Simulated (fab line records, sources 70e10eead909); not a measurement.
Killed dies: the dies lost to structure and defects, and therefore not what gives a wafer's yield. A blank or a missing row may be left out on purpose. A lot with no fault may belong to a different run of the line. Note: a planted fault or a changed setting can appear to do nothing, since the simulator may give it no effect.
Chamber matching | flow nand_harc | NHARC_A_CHANNEL_FILL_D2_ALD_16 on ald_hk-01 has 4 sister chambers
The step deposits SiO2, target thk 1.5 nm, pulse time 10 s, ald cycles 15. 4 wafers are shown with their chamber, then 8 later ones without.

== EACH WAFER AND ITS CHAMBER ==
wafer  | chamber | heater_power_w (W)
L081.2 | 1       | 442
L083.2 | 0       | 390
L083.6 | 2       | 447
L084.2 | 3       | 467

== WAFERS MISSING THEIR CHAMBER ==
wafer  | heater_power_w (W)
L084.3 | 390
L084.5 | 438
L086.3 | 469
L086.5 | 448
L086.6 | 378
L096.1 | 458
L096.2 | 382
L096.6 | 382

== EACH ONE'S CHAMBER ==
wafer  | from the rows above          | in truth
L084.3 | 0                            | 0
L084.5 | can't be placed: 1 or 2      | 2
L086.3 | 3                            | 3
L086.5 | can't be placed: 2 or 1      | 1
L086.6 | 0                            | 0
L096.1 | can't be placed: 3 or 2 or 1 | 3
L096.2 | 0                            | 0
L096.6 | 0                            | 0
Correctly placed: 5 of 8. Unplaceable from these rows: 3, with the true chamber sitting among the candidates in 3. Number placed wrongly: 0.
How it was worked out, from the rows above alone: a wafer's distance from a chamber is the root of the sum, over the readings, of the square of ((its reading less the chamber's mean) divided by the reading's scatter). The wafer belongs to the nearest chamber; if the next one is less than 2 further off, it can't be placed. Each chamber's mean is taken over the wafers shown for it. The scatter: with one shown wafer a chamber, the root of the mean of the squares of how far each hidden wafer lies from its nearest shown one.
